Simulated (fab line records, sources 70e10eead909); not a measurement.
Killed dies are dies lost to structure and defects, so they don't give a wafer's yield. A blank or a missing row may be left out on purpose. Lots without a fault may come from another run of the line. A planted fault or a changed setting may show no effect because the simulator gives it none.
Problem report in the 8D (eight disciplines) form, filled by code | flow nand_harc | the parts of the form that need people (team, actions taken, sign-off) are left out

1. THE PROBLEM
killed_dies at NHARC_END_SORT_01 reads a mean of 328 on 2 wafers of 2 lots; wafers without a fault read 32 with a standard deviation of 11. That is +27 standard deviations from the usual mean.
First seen on wafer L814.2, day 24 06:23, on prober-02. The record holds 6 wafers of 3 lots with a number at this step. Rule for "out", or "out of limits": more than 4 standard deviations from the usual mean. The other wafers with a number count as sound.

2. WHAT IT IS AND WHAT IT IS NOT
question                    | is                           | is not
which readings at this step | killed_dies, killed_at_array | killed_at_periphery, killed_open, killed_short
which lots                  | L814, L815                   | L809
which wafers of those lots  | L814.2, L815.2               | L814.4, L815.1, L815.4
read on which gauges        | prober-01, prober-02         | -
when                        | from day 24 06:23            | up to then (1 sound wafer); but 3 sound wafers of L814, L815 came after

3. SUSPECTS, AND WHAT RULES EACH OUT
Counting: a tool at a process step up to the reading stays a suspect if it ran every lot that is out. Sound lots after the first of them don't rule it out here, since some wafers of a struck lot are sound.
- the gauge at NHARC_END_SORT_01: ruled out. The wafers that are out were read on 2 gauges (prober-01, prober-02).
- rie_diel-07 at NHARC_A_STAIRCASE_ETCH_188 (etches the open film in C4F8/O2, target depth 100 nm, time 40.5 s): kept. It ran every lot that is out, first L814 (day 15 21:41). NHARC_A_STAIRCASE_ETCH_188 gives no start for some lots, so the hours and the order of its lots are those of NHARC_A_STAIRCASE_ETCH_190.
- rie_diel-07 at NHARC_A_STAIRCASE_ETCH_190 (etches the open film in C4F8/O2, target depth 100 nm, time 40.5 s): kept. It ran every lot that is out, first L814 (day 15 21:41). Its own readings are out on those wafers: run_length_s.
- Within rie_diel-07 at NHARC_A_STAIRCASE_ETCH_188: the wafers that are out ran in chambers 1, 3; their sound lot-mates ran in chambers 0, 2.
- Within rie_diel-07 at NHARC_A_STAIRCASE_ETCH_190: the wafers that are out ran in chamber 2; their sound lot-mates ran in chambers 0, 3.
Left after counting: rie_diel-07 at NHARC_A_STAIRCASE_ETCH_188, rie_diel-07 at NHARC_A_STAIRCASE_ETCH_190.

4. THE CAUSE (what the simulator had put in)
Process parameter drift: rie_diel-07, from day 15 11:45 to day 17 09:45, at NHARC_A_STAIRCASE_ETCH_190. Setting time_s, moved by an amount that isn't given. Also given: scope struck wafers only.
Counting left 2 suspects, and this tool is among them.

5. THE CHAIN OF EFFECTS, in route order
Each row: a reading whose mean over the struck wafers that have a number lies more than 3 standard deviations from the usual. Only readings for which the record gives a usual standard deviation are gone through. hours: the time from each lot's start at the first step in this table that gives one to its start at this step, as a median over the lots. sigmas: the change in usual standard deviations.
hours | step                       | reading         | usual  | on struck wafers | change | sigmas
0     | NHARC_A_STAIRCASE_ETCH_190 | run_length_s    | 61.8 s | 72.1             | +10.3  | +28
202   | NHARC_END_SORT_01          | killed_at_array | 27     | 324              | +297   | +25
202   | NHARC_END_SORT_01          | killed_dies     | 32     | 328              | +296   | +27
The process steps in it:
- NHARC_A_STAIRCASE_ETCH_190: etches the open film in C4F8/O2, target depth 100 nm, time 40.5 s.

6. WHAT WOULD HAVE CAUGHT IT SOONER
In this record the first reading out of limits at a measuring or inspecting step was taken at day 24 06:23, 211 hours after the fault began at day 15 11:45.
The tool's own readings at NHARC_A_STAIRCASE_ETCH_190 were out on every struck wafer that the step has a row for (run_length_s): an alarm limit on them would have fired on the first of those.
All the lots that are out (2) had begun NHARC_A_STAIRCASE_ETCH_190 on rie_diel-07 by day 24 06:23. A hold on the tool at that time would have spared none of them.
